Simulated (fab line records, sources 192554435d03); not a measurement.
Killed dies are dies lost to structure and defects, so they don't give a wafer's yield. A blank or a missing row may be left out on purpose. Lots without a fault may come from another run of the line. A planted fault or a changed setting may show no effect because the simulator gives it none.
Which tool did it? | flow n5_finfet | 12 lots, 32 wafers sampled, at 2 steps of a route of 1938

WHAT THE GAUGES READ, wafer by wafer
N5_FIN_SAQP_CD_MEAS_27: target cd 20 nm. Usual: cd_nm 20.32 nm, standard deviation 0.25.
lot  | measured    | on        | cd_nm (nm)        | flag
L322 | day 2 01:01 | cd_sem-02 | 20.68 20.25 20.02 |
L324 | day 2 13:28 | cd_sem-03 | 20.27 20.55 20.24 |
L326 | day 3 00:47 | cd_sem-01 | 20.60 20.72 20.50 |
L327 | day 3 06:28 | cd_sem-03 | 20.65 20.34       |
L328 | day 3 12:16 | cd_sem-03 | 19.88 19.89       |
L333 | day 4 21:04 | cd_sem-01 | 20.67 20.09 20.66 |
L334 | day 5 01:34 | cd_sem-02 | 20.35 20.19 20.07 |
L336 | day 5 12:38 | cd_sem-01 | 20.51 20.52       |
L337 | day 5 19:58 | cd_sem-01 | 20.10 20.06 20.48 |
L339 | day 6 07:02 | cd_sem-03 | 20.34 20.32       |
L341 | day 6 18:44 | cd_sem-01 | 20.16 20.13 19.96 |
L345 | day 7 18:37 | cd_sem-01 | 20.20 20.34 19.95 |

WHICH TOOL RAN EACH LOT (tool, then ch and the chambers of the sampled wafers, then the start)
lot  | N5_FIN_SAQP_MANDREL1_REMOVE_56
L322 | rie_si-03 ch 1,2, day 2 00:54
L324 | rie_si-04 ch 1,2,3, day 2 13:21
L326 | rie_si-04 ch 1,2,3, day 3 00:40
L327 | rie_si-04 ch 1,3, day 3 06:21
L328 | rie_si-03 ch 0,2, day 3 12:09
L333 | rie_si-03 ch 0,1,2, day 4 20:58
L334 | rie_si-04 ch 0,2,3, day 5 01:27
L336 | rie_si-03 ch 1,3, day 5 12:32
L337 | rie_si-03 ch 0,1, day 5 19:52
L339 | rie_si-05 ch 0,3, day 6 06:55
L341 | rie_si-05 ch 1,2, day 6 18:38
L345 | rie_si-04 ch 0,1,3, day 7 18:31
- N5_FIN_SAQP_MANDREL1_REMOVE_56: chemistry HBr/Cl2/O2, target a-Si, stops on SiNx, bt time 10 s.

WHAT THE TOOLS THEMSELVES READ (means of the sampled wafers that have a number; where no wafer has one, the mark that the record gives instead)
N5_FIN_SAQP_MANDREL1_REMOVE_56. Usual: drypump_motor_current_A 5.6 A, standard deviation 0.41; oes_product_au 1.000 a.u., standard deviation 0.019; throttle_valve_pct 36.9 %, standard deviation 0.4.
lot  | tool      | drypump_motor_current_A (A) | oes_product_au (a.u.) | throttle_valve_pct (%) | flag
L322 | rie_si-03 | 5.6                         | 1.005                 | 37.2                   |
L324 | rie_si-04 | 5.1                         | 1.029                 | 36.8                   |
L326 | rie_si-04 | 5.2                         | 1.019                 | 36.8                   |
L327 | rie_si-04 | 5.2                         | 1.025                 | 36.6                   |
L328 | rie_si-03 | 5.5                         | 0.982                 | 36.8                   |
L333 | rie_si-03 | 5.7                         | 0.991                 | 36.9                   |
L334 | rie_si-04 | 5.1                         | 1.020                 | 36.7                   |
L336 | rie_si-03 | 5.8                         | 1.014                 | 37.2                   |
L337 | rie_si-03 | 5.8                         | 1.002                 | 37.0                   |
L339 | rie_si-05 | 5.7                         | 0.988                 | 37.0                   |
L341 | rie_si-05 | 6.1                         | 0.996                 | 37.0                   |
L345 | rie_si-04 | 5.1                         | 1.020                 | 36.6                   |

THE ANSWER, worked out from the rows above alone
Rule: a lot is off if the mean of its wafers that have a number lies more than 3 standard deviations from the usual mean. A lot without any number at a reading at which 4 lots or more have one is off too. The other lots that the step has rows for count as sound. The gauges are gone through in route order, then the tools' own readings, and for those a lot's mean is taken as printed above. The first step at which some lot is off is used, and at that step the reading that is off furthest; a lot without a number counts as furthest.
No lot is off at any reading shown: from this, nothing can be told.

WHAT THE SIMULATOR HAD PUT IN
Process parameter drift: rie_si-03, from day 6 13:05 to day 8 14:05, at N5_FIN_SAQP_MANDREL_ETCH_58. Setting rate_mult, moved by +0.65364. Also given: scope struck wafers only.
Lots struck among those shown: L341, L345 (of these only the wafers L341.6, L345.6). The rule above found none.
